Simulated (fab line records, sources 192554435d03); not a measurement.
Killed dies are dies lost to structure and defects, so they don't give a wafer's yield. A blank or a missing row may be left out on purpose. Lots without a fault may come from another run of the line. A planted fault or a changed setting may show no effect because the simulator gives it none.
A struck lot beside a sound one | flow n5_finfet | 14 steps out of a route of 1938
Sound: wafers L615.2, L615.5, L615.6. Struck: wafer L629.2. (L629.1, L629.4 of the same lot were not struck and are left out.) The cause comes at the end.
At each step with rows: each side's tool, then ch and its chambers, then its first start. Under that, the readings that differ: sound wafers | struck wafers | difference of the means | sigmas: that difference in standard deviations of wafers without a fault.
alike: readings whose means differ by less than 2 such deviations, and words and numbers that are the same on both sides. not compared: withheld readings, readings that some wafer has no value for, bounds like >300 that may hide the same value, and numbers for which the record gives no deviation and whose values overlap.
The two part at a step that has a row with sigmas, a row that says differs or no value, or rows on one side only. Numbers that don't overlap but have no deviation are shown without sigmas and don't part them. A reading that every wafer of one side lacks parts them only if that side has two wafers or more.

N5_BEOL_M9_STRIP_80: strips in N2/H2, time 10 s.
  sound on rie_diel-05 ch 0,1,2; struck on rie_diel-05 ch 3
  alike: drypump_motor_current_A, oes_product_au, rf_vpp_V, showerhead_plenum_p_Torr, throttle_valve_pct
  not compared: rf_hours_counter_h
N5_BEOL_M9_OCD_MEAS_38:
  sound on ocd-02, day 9 22:52; struck on ocd-01, day 13 08:56
  alike: trench_depth_nm
then, 4 steps without rows for these wafers: N5_BEOL_M9_HM_STRIP_39 (strips TiN in peroxide tin strip, target depth 25 nm, time 158 s); N5_BEOL_M9_SRD_40 (time 30 s); N5_BEOL_M9_PRECLEAN_42 (cleans in residue remover, time 60 s); N5_BEOL_M9_SRD_43 (time 30 s).
N5_BEOL_M9_CD_MEAS_35: target cd 70 nm, target cd y 40 nm.
  sound on cd_sem-02, day 9 23:02; struck on cd_sem-03, day 13 09:05
  alike: cd_nm
N5_BEOL_M9_CURE_72: cures SiCOH lowk, time 120 s.
  sound on uv_cure-03 ch 1, day 9 23:07; struck on uv_cure-02 ch 0, day 13 09:07
  alike: lamp_power_pct, wafer_temp_C_max
then, 1 step without rows for these wafers: N5_BEOL_M9_DEGAS_44 (time 60 s).
N5_BEOL_M9_PRE_CLEAN_45: time 30 s.
  sound on pvd_sputter-01, day 9 23:30; struck on pvd_sputter-02, day 13 09:44
  alike: heater_power_w
N5_BEOL_M9_ALD_74: deposits TaN, target thk 2 nm, pulse time 2 s, purge time 3 s.
  sound on ald_metal-02 ch 0,2,3, day 9 23:39; struck on ald_metal-03 ch 0, day 13 09:49
  alike: heater_power_w
then, 1 step without rows for these wafers: N5_BEOL_M9_SURFACE_TREAT_79.
N5_BEOL_M9_CVD_78: deposits Co from CCTBA/H2, target thk 2 nm, time 138.9 s.
  sound on cvd_co-01 ch 1,2, day 10 00:08; struck on cvd_co-01 ch 2, day 13 10:18
  reading          | sound             | struck | difference | sigmas
  run_length_s (s) | 161.5 162.3 161.5 | 289.1  | +127.3     | +99 or more
N5_BEOL_M9_SPUTTER_48: material Cu, target thk 12 nm, time 2 s.
  sound on pvd_sputter-02, day 10 00:15; struck on pvd_sputter-02, day 13 10:26
  alike: cathode_dc_power_W, throttle_valve_pct

WHERE THEY PART
Only at N5_BEOL_M9_CVD_78, within this record. Later steps at which nothing parts them and some readings are alike: N5_BEOL_M9_SPUTTER_48.

WHY: what the simulator had put in
Process parameter drift: cvd_co-01, from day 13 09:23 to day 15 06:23, at N5_BEOL_M9_CVD_78. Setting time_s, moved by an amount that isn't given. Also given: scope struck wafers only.
